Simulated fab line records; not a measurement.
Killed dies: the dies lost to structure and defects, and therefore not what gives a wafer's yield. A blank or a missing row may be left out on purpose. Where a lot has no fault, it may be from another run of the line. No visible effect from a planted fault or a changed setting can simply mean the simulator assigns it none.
A lot that was struck, set against a sound lot || flow n5_finfet || 17 out of 1938 route steps
Sound: wafers L656.1, L656.2, L656.5. Wafers struck: L648.2, L648.5, L648.6. The cause is named last.
For every step that has rows: the tool of each side, followed by ch and its chambers, followed by its first start. Under that, the readings that differ: sound wafers || struck wafers || difference of the means || sigmas: that difference in standard deviations of wafers without a fault.
alike: same words and numbers on both sides, and readings whose means sit less than 2 such deviations apart. not compared: any withheld reading, any reading some wafer has no value for, any bound like >300 that may hide the same value, and any number with overlapping values for which the record gives no deviation.
A row with sigmas, a row that says differs or no value, or rows on one side alone: a step with any of these is where the two part. Numbers that have no deviation but don't overlap get no sigmas and don't part them. A reading that every wafer of one side lacks parts them only if that side has two wafers or more.

first, 1 step without rows for these wafers: N5_SD_EPI_N_STRIP_36 (strips in N2/H2).
N5_SD_EPI_N_ETCHBACK_44: etches SiNx in CH3F/O2, stops on SiO2, target depth 14.5 nm.
  sound on rie_diel-01 ch 0,2,3, day 8 02:08; struck on rie_diel-01 ch 1,2,3, day 6 07:37
  alike: bias_w, drypump_motor_current_A, oes_product_au, rf_vpp_V, showerhead_plenum_p_Torr, throttle_valve_pct
  not compared: rf_hours_counter_h
N5_SD_EPI_N_ETCH_45: etches SiOCN in CH3F/O2, target depth 6 nm.
  sound on rie_diel-01 ch 0,2,3, day 8 02:14; struck on rie_diel-01 ch 1,2,3, day 6 07:43
  alike: bias_w, drypump_motor_current_A, oes_product_au, rf_vpp_V, showerhead_plenum_p_Torr, throttle_valve_pct
  not compared: rf_hours_counter_h
N5_SD_EPI_N_ETCH_16: etches SiO2 in CHF3/O2, target depth 5 nm.
  sound on rie_diel-01 ch 0,2,3, day 8 02:20; struck on rie_diel-01 ch 1,2,3, day 6 07:49
  alike: bias_w, drypump_motor_current_A, oes_product_au, rf_vpp_V, showerhead_plenum_p_Torr, throttle_valve_pct
  not compared: rf_hours_counter_h
then, 1 step without rows for these wafers: N5_SD_EPI_N_STRIP_47 (strips in CHF3/O2).
N5_SD_EPI_N_SD_RECESS_17: chemistry HBr/Cl2/O2, target depth 41 nm, time 23.7 s, bt time 3 s.
  sound on rie_si-06 ch 0,1, day 8 02:24; struck on rie_si-05 ch 0,1,2, day 6 07:53
  alike: bias_w, drypump_motor_current_A, oes_product_au, throttle_valve_pct
  not compared: rf_hours_counter_h
then, 5 steps without rows for these wafers: N5_SD_EPI_N_STRIP_38 (strips in N2/H2); N5_SD_EPI_N_WET_ETCH_43 (etches SiO2 in dHF, time 14 s, target depth 1.5 nm); N5_SD_EPI_N_STRIP_18 (strips in SPM, time 750 s); N5_SD_EPI_N_SRD_20 (time 30 s); N5_SD_EPI_N_PRECLEAN_48 (cleans in NF3:NH3, afs cycles 2, time 20 s, sublimation time 60 s).
N5_SD_EPI_N_VAPOR_ETCH_50: etches Si in HCl, time 54 s.
  sound on epi_rpcvd-02 ch 0, day 8 03:13; struck on epi_rpcvd-03 ch 0, day 6 08:43
{"reading": "lamp_inner_pct (%)", "sound": "20.1 20.6 20.3", "struck": "23.2 23.5 23.4", "difference": "+3.0", "sigmas": "+2"}
  alike: throttle_valve_pct
N5_SD_EPI_N_EPI_21: deposits Si:P, time 690 s.
  sound on epi_rpcvd-02 ch 0, day 8 03:23; struck on epi_rpcvd-03 ch 0, day 6 09:09
{"reading": "lamp_inner_pct (%)", "sound": "15.3 15.4 15.5", "struck": "17.3 17.5 17.8", "difference": "+2.1", "sigmas": "+2"}
N5_SD_EPI_N_EPI_MEAS_23:
  sound on film_metro-01, day 8 05:07; struck on film_metro-02, day 6 10:35
{"reading": "thk_nm (nm)", "sound": "57.3 59.3 56.9", "struck": "46.9 44.6 45.3", "difference": -12.2, "sigmas": -10}
then, 1 step without rows for these wafers: N5_SD_EPI_N_PRECLEAN_24 (cleans in O3/DIW, time 60 s).
-- here the record skips 6 days between the struck wafers' starts before and after, leaving off in module SD_EPI_N and picking up in module BEOL_M4 (first step shown: number 1111 of the route) --
N5_BEOL_M4_RC_MEAS_101:
  sound on prober-01 ch 0, day 13 11:28; struck on prober-02 ch 0, day 12 08:53
  alike: DIBL_N, DIBL_P, IOFF_N, IOFF_P, ION_N, ION_P, SS_N, SS_P, VT_N, VT_P
-- the record jumps here: 5 days lie between the struck wafers' starts before and after (it left off in module BEOL_M4 and takes up again in module PASSIVATION, whose first step shown is number 1936 of the route) --
N5_PASSIVATION_PROBE_49:
  sound on prober-02, day 18 06:05; struck on prober-01, day 17 02:29
  alike: defect_limited_yield, killed_at_M0_to_M3, killed_at_M4_up, killed_at_contacts, killed_at_front_end, killed_at_other, killed_dies, killed_open, killed_short, sort_bin_5_function, sort_bin_6_memory, sort_n_pass, sort_yield_pct

## WHERE THEY PART
Earliest at N5_SD_EPI_N_VAPOR_ETCH_50; latest, in this record, at N5_SD_EPI_N_EPI_MEAS_23. Later steps at which nothing parts them and some readings are alike: N5_BEOL_M4_RC_MEAS_101, N5_PASSIVATION_PROBE_49.

WHY: the cause the simulator had injected
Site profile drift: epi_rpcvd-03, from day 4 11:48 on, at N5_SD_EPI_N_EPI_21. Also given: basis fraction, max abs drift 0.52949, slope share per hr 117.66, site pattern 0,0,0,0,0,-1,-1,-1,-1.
